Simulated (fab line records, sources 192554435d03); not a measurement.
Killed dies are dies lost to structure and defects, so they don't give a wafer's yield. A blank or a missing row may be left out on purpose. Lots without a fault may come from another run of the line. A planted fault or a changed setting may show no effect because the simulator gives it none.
Which tool did it? | flow n5_finfet | 22 lots, 66 wafers sampled, at 2 steps of a route of 1938

WHAT THE GAUGES READ, wafer by wafer
N5_BEOL_M14_THK_MEAS_50: measures by xrf.
lot  | measured     | on            | M14_THK (nm)
L074 | day 11 01:38 | film_metro-01 | 553 551 546
L075 | day 11 15:39 | film_metro-01 | 552 560 556
L077 | day 11 20:59 | film_metro-01 | 541 533 538
L078 | day 11 21:43 | film_metro-02 | 561 545 549
L076 | day 11 22:11 | film_metro-02 | 554 545 555
L079 | day 12 05:55 | film_metro-01 | 551 543 541
L080 | day 12 16:19 | film_metro-02 | 556 556 554
L082 | day 13 06:07 | film_metro-01 | 558 555 552
L081 | day 13 07:36 | film_metro-02 | 552 562 567
L083 | day 13 07:52 | film_metro-02 | 535 545 541
L084 | day 13 09:47 | film_metro-02 | 556 564 556
L088 | day 14 12:53 | film_metro-02 | 545 546 541
L086 | day 14 16:07 | film_metro-01 | 541 528 535
L090 | day 15 06:13 | film_metro-02 | 563 567 571
L089 | day 15 08:07 | film_metro-01 | 555 542 559
L091 | day 15 11:01 | film_metro-02 | 564 557 560
L093 | day 15 23:43 | film_metro-01 | 544 544 547
L092 | day 16 00:04 | film_metro-01 | 538 539 530
L094 | day 16 08:05 | film_metro-02 | 549 547 534
L095 | day 16 21:15 | film_metro-02 | 556 552 542
L097 | day 17 04:31 | film_metro-02 | 551 558 548
L096 | day 17 09:46 | film_metro-02 | 559 555 562

WHICH TOOL RAN EACH LOT (tool, then ch and the chambers of the sampled wafers, then the start)
lot  | N5_BEOL_M14_DESCUM_33
L074 | rie_diel-01 ch 0,1, day 10 21:29
L075 | rie_diel-04 ch 2,3, day 11 11:24
L077 | rie_diel-02 ch 0,1,3, day 11 18:17
L078 | rie_diel-01 ch 1,2,3, day 11 19:18
L076 | rie_diel-04 ch 0,1, day 11 19:40
L079 | rie_diel-01 ch 0,1,2, day 12 03:04
L080 | rie_diel-04 ch 0,1,3, day 12 11:42
L082 | rie_diel-04 ch 1,3, day 13 02:58
L081 | rie_diel-04 ch 0,1, day 13 04:03
L083 | rie_diel-02 ch 0,1, day 13 04:28
L084 | rie_diel-01 ch 0,3, day 13 07:08
L088 | rie_diel-02 ch 1,2,3, day 14 05:48
L086 | rie_diel-02 ch 0,2,3, day 14 12:11
L090 | rie_diel-04 ch 0,1,3, day 15 03:15
L089 | rie_diel-04 ch 0,2,3, day 15 05:41
L091 | rie_diel-01 ch 1,2, day 15 07:47
L093 | rie_diel-02 ch 1,2,3, day 15 19:14
L092 | rie_diel-02 ch 0,1, day 15 19:52
L094 | rie_diel-02 ch 0,1,2, day 16 03:01
L095 | rie_diel-02 ch 0,1,3, day 16 08:56
L097 | rie_diel-04 ch 2,3, day 16 22:07
L096 | rie_diel-01 ch 2,3, day 17 06:02
- N5_BEOL_M14_DESCUM_33: chemistry O2, time 7.9 s.

WHAT THE TOOLS THEMSELVES READ (means of the sampled wafers that have a number; where no wafer has one, the mark that the record gives instead)
N5_BEOL_M14_DESCUM_33.
lot  | tool        | drypump_motor_current_A (A) | oes_product_au (a.u.) | rf_vpp_V (V) | showerhead_plenum_p_Torr (Torr) | throttle_valve_pct (%)
L074 | rie_diel-01 | 5.9                         | 0.86                  | 243.3        | 2.09                            | 20.40
L075 | rie_diel-04 | 5.5                         | 0.85                  | 243.0        | 2.12                            | 20.71
L077 | rie_diel-02 | 5.3                         | 0.77                  | 242.1        | 2.07                            | 20.52
L078 | rie_diel-01 | 6.0                         | 0.80                  | 244.0        | 2.14                            | 20.58
L076 | rie_diel-04 | 5.3                         | 0.90                  | 243.4        | 2.10                            | 20.46
L079 | rie_diel-01 | 5.9                         | 0.84                  | 244.0        | 2.12                            | 20.36
L080 | rie_diel-04 | 5.2                         | 0.86                  | 243.9        | 2.09                            | 20.49
L082 | rie_diel-04 | 5.2                         | 0.82                  | 242.8        | 2.09                            | 20.53
L081 | rie_diel-04 | 5.2                         | 0.89                  | 244.3        | 2.09                            | 20.48
L083 | rie_diel-02 | 5.4                         | 0.81                  | 242.1        | 2.05                            | 20.42
L084 | rie_diel-01 | 6.0                         | 0.84                  | 243.3        | 2.15                            | 20.49
L088 | rie_diel-02 | 5.1                         | 0.74                  | 242.8        | 2.03                            | 20.55
L086 | rie_diel-02 | 5.2                         | 0.70                  | 241.4        | 2.05                            | 20.76
L090 | rie_diel-04 | 5.2                         | 0.83                  | 243.6        | 2.08                            | 20.53
L089 | rie_diel-04 | 5.5                         | 0.80                  | 244.0        | 2.11                            | 20.69
L091 | rie_diel-01 | 5.8                         | 0.79                  | 243.7        | 2.14                            | 20.34
L093 | rie_diel-02 | 5.1                         | 0.73                  | 241.6        | 2.03                            | 20.57
L092 | rie_diel-02 | 5.5                         | 0.74                  | 241.5        | 2.05                            | 20.68
L094 | rie_diel-02 | 5.4                         | 0.73                  | 241.7        | 2.02                            | 20.67
L095 | rie_diel-02 | 5.3                         | 0.74                  | 242.0        | 2.06                            | 20.58
L097 | rie_diel-04 | 5.6                         | 0.79                  | 242.9        | 2.11                            | 20.77
L096 | rie_diel-01 | 5.8                         | 0.79                  | 245.2        | 2.19                            | 20.42

THE ANSWER, worked out from the rows above alone
Rule: what is usual is taken from the lots themselves. Put in order of their means at a reading, lots are off if they are a third of the lots or fewer, leave a main group of 4 or more, and stand apart from it by a gap of 3 or more times the standard deviation of the main group's means; of several such gaps the widest counts. A main group whose means are all the same, to the digits that the tables above print for the reading, isn't used. A lot without any number at a reading at which 4 lots or more have one is off too. The other lots that the step has rows for count as sound. The gauges are gone through in route order, then the tools' own readings, and for those a lot's mean is taken as printed above. The first step at which some lot is off is used, and at that step the reading that is off furthest; a lot without a number counts as furthest.
No lot is off at any reading shown: from this, nothing can be told.

WHAT THE SIMULATOR HAD PUT IN
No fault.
